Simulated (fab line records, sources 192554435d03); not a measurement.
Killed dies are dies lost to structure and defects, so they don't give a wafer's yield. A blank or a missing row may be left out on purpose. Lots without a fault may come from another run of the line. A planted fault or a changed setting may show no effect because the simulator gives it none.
One fault seen from 2 desks | flow n5_finfet | each desk has only its own numbers; what lay behind them comes last

THE METROLOGY DESK
What the gauges read, lot by lot, whatever tool the lot ran on: means of the sampled wafers that have a number. A lot is out of limits, marked OUT, if its mean lies more than 4 standard deviations from the usual mean; the brackets give that distance. Of its 10 readings 7 are shown: those that lie furthest out on some lot.
Columns: A = DIBL_N at N5_BEOL_M4_RC_MEAS_101, usual 35.4 mV/V; B = IOFF_N at N5_BEOL_M4_RC_MEAS_101, usual 0.15 nA/um; C = IOFF_P at N5_BEOL_M4_RC_MEAS_101, usual 0.19 nA/um; D = ION_P at N5_BEOL_M4_RC_MEAS_101, usual 462 uA/um; E = SS_N at N5_BEOL_M4_RC_MEAS_101, usual 71.4 mV/dec; F = SS_P at N5_BEOL_M4_RC_MEAS_101, usual 72.9 mV/dec; G = VT_P at N5_BEOL_M4_RC_MEAS_101, usual -251 mV
lot  | first seen here | A    | B    | C    | D   | E    | F    | G
L415 | day 8 15:29     | 37.6 | 0.18 | 0.17 | 450 | 72.3 | 73.2 | -256
L419 | day 9 08:56     | 36.4 | 0.19 | 0.20 | 461 | 71.8 | 73.5 | -249
L421 | day 9 10:58     | 35.3 | 0.14 | 0.16 | 454 | 71.2 | 72.6 | -256
L420 | day 9 12:27     | 33.9 | 0.12 | 0.16 | 458 | 70.9 | 72.7 | -252
L423 | day 10 10:04    | 35.3 | 0.16 | 0.21 | 464 | 72.1 | 72.7 | -248
L425 | day 10 15:20    | 36.5 | 0.14 | 0.20 | 455 | 71.2 | 72.9 | -251
L428 | day 11 12:50    | 34.6 | 0.14 | 0.20 | 466 | 71.3 | 72.9 | -249
L431 | day 12 14:50    | 38.0 | 0.20 | 0.23 | 464 | 72.2 | 73.8 | -247
L437 | day 14 15:28    | 34.0 | 0.14 | 0.21 | 473 | 70.9 | 72.3 | -246
This desk's finding: nothing out of limits on any of the 9 lots.

THE TOOL OWNER'S DESK: euv_scanner-01
The tool's own readings at N5_BEOL_M1_EXPOSE_08 (exposes mask M1): means of the sampled wafers that have a number, for each lot that ran on this tool. A lot is out of limits, marked OUT, if its mean lies more than 4 standard deviations from the usual mean; the brackets give that distance.
Columns: A = exposure_dose_mJ_cm2 at N5_BEOL_M1_EXPOSE_08, usual 33.24
lot  | first seen here | A
L419 | day 7 08:40     | 33.49
L420 | day 7 08:57     | 33.53
L421 | day 7 15:19     | 33.55
L425 | day 8 15:21     | 33.53
L428 | day 9 16:55     | 33.54
L431 | day 10 09:57    | 33.49
L437 | day 12 01:30    | 33.70
This desk's finding: nothing out of limits on any of the 7 lots.

PUT TOGETHER
The metrology desk saw nothing out of limits.
The tool owner's desk saw nothing out of limits.

WHAT THE SIMULATOR HAD PUT IN
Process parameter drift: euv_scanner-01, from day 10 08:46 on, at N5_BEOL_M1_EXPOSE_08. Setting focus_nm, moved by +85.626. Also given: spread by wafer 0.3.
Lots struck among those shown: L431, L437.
